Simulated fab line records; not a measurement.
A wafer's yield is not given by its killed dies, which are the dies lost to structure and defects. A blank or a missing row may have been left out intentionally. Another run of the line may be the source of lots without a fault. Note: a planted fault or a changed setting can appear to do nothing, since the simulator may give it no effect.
Which tool did it? + flow n5-finfet + at 1 step of a route of 1938, 6 lots with 17 wafers sampled

WHAT EACH GAUGE READ, for each wafer
N5_BEOL_M13_OVL_MEAS_29.
| lot  | measured     | on         | M13_OVL (nm) |
|------|--------------|------------|--------------|
| L232 | day 11 18:47 | overlay-01 | 7 -2 4       |
| L235 | day 12 07:09 | overlay-02 | 3 3 2        |
| L237 | day 12 07:34 | overlay-01 | 5 -10 -3     |
| L245 | day 14 15:15 | overlay-01 | -3 -1 0      |
| L248 | day 15 18:38 | overlay-01 | -1 -9 -4     |
| L254 | day 18 03:35 | overlay-01 | 3 9          |

WHICH TOOL RAN EACH LOT (tool, then ch and the chambers of the sampled wafers, then the start)
No process step before these readings appears in the record.

THE ANSWER, worked out from the rows above alone
Rule: the lots themselves supply what counts as usual. Put in order of their means at a reading, lots are off if they are a third of the lots or fewer, leave a main group of 4 or more, and stand apart from it by a gap of 3 or more times the standard deviation of the main group's means; of several such gaps the widest counts. The tables above print the reading to a certain number of digits; a main group whose means all agree to those digits is not used. Also off: a lot with no number at a reading for which 4 or more lots have one. The other lots that the step has rows for count as sound.
Nothing can be told from this: no lot is off at any reading shown.

WHAT WAS PUT IN BY THE SIMULATOR
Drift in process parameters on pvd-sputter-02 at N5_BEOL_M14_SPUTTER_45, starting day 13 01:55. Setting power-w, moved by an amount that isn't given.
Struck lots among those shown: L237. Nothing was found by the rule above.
